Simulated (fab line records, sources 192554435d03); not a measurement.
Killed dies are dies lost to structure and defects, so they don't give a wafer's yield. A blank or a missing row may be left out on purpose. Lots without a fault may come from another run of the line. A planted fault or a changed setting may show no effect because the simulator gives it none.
Which tool did it? | flow n5_finfet | 12 lots, 36 wafers sampled, at 5 steps of a route of 1938

WHAT THE GAUGES READ, wafer by wafer
N5_BEOL_M8_RS_MEAS_57: measures by four-point-probe.
lot  | measured     | on            | M8_RS (ohm/sq)
L075 | day 9 15:22  | film_metro-01 | 0.287 0.288 0.306
L078 | day 10 05:00 | film_metro-01 | 0.278 0.292 0.283
L080 | day 10 18:08 | film_metro-01 | 0.290 0.279 0.303
L082 | day 11 08:56 | film_metro-01 | 0.289 0.284 0.285
L084 | day 12 16:03 | film_metro-01 | 0.279 0.281 0.276
L085 | day 12 19:49 | film_metro-01 | 0.301 0.287 0.295
L089 | day 13 10:06 | film_metro-01 | 0.281 0.275 0.282
L090 | day 13 12:24 | film_metro-02 | 0.299 0.292 0.305
L092 | day 14 04:47 | film_metro-01 | 0.278 0.294 0.282
L094 | day 15 10:47 | film_metro-01 | 0.287 0.283 0.273
L095 | day 15 15:57 | film_metro-01 | 0.272 0.287 0.303
L096 | day 17 01:46 | film_metro-01 | 0.292 0.286 0.286

WHICH TOOL RAN EACH LOT (tool, then ch and the chambers of the sampled wafers, then the start)
lot  | N5_BEOL_M8_HM_DEP_02         | N5_BEOL_M8_DEGAS_44          | N5_BEOL_M8_ALD_77                   | N5_BEOL_M8_ANNEAL_51
L075 | pvd_sputter-03, day 9 09:51  | pvd_sputter-01, day 9 13:46  | ald_metal-03 ch 2,3, day 9 13:55    | rtp_anneal-02 ch 0, day 9 14:41
L078 | pvd_sputter-02, day 9 22:28  | pvd_sputter-03, day 10 01:59 | ald_metal-03 ch 0,1,2, day 10 02:05 | rtp_anneal-01 ch 0, day 10 04:02
L080 | pvd_sputter-03, day 10 11:05 | pvd_sputter-02, day 10 16:10 | ald_metal-03 ch 0,2,3, day 10 16:17 | rtp_anneal-01 ch 0, day 10 17:27
L082 | pvd_sputter-01, day 11 00:25 | pvd_sputter-03, day 11 05:31 | ald_metal-02 ch 0,1, day 11 05:51   | rtp_anneal-01 ch 0, day 11 08:18
L084 | pvd_sputter-01, day 12 09:50 | pvd_sputter-01, day 12 13:43 | ald_metal-03 ch 1,3, day 12 13:55   | rtp_anneal-02 ch 0, day 12 15:04
L085 | pvd_sputter-02, day 12 13:46 | pvd_sputter-01, day 12 17:35 | ald_metal-01 ch 2,3, day 12 17:41   | rtp_anneal-02 ch 0, day 12 18:43
L089 | pvd_sputter-02, day 13 03:47 | pvd_sputter-02, day 13 08:30 | ald_metal-01 ch 1,2,3, day 13 08:36 | rtp_anneal-02 ch 0, day 13 09:23
L090 | pvd_sputter-03, day 13 04:40 | pvd_sputter-01, day 13 09:57 | ald_metal-03 ch 0,1, day 13 10:13   | rtp_anneal-01 ch 0, day 13 11:40
L092 | pvd_sputter-02, day 13 23:02 | pvd_sputter-03, day 14 03:06 | ald_metal-01 ch 0,2,3, day 14 03:16 | rtp_anneal-01 ch 0, day 14 04:04
L094 | pvd_sputter-02, day 15 04:40 | pvd_sputter-01, day 15 09:08 | ald_metal-03 ch 0,1, day 15 09:14   | rtp_anneal-02 ch 0, day 15 10:11
L095 | pvd_sputter-01, day 15 08:43 | pvd_sputter-03, day 15 13:58 | ald_metal-03 ch 0,1,2, day 15 14:14 | rtp_anneal-02 ch 0, day 15 15:13
L096 | pvd_sputter-03, day 16 18:59 | pvd_sputter-01, day 16 23:47 | ald_metal-03 ch 1,2,3, day 16 23:55 | rtp_anneal-01 ch 0, day 17 01:01
- N5_BEOL_M8_HM_DEP_02: deposits TiN, target thk 20 nm.
- N5_BEOL_M8_DEGAS_44: time 60 s.
- N5_BEOL_M8_ALD_77: deposits TaN, target thk 2 nm, pulse time 2 s, purge time 3 s.
- N5_BEOL_M8_ANNEAL_51: time 90 s.

THE ANSWER, worked out from the rows above alone
Rule: what is usual is taken from the lots themselves. Put in order of their means at a reading, lots are off if they are a third of the lots or fewer, leave a main group of 4 or more, and stand apart from it by a gap of 3 or more times the standard deviation of the main group's means; of several such gaps the widest counts. A main group whose means are all the same, to the digits that the tables above print for the reading, isn't used. A lot without any number at a reading at which 4 lots or more have one is off too. The other lots that the step has rows for count as sound.
No lot is off at any reading shown: from this, nothing can be told.

WHAT THE SIMULATOR HAD PUT IN
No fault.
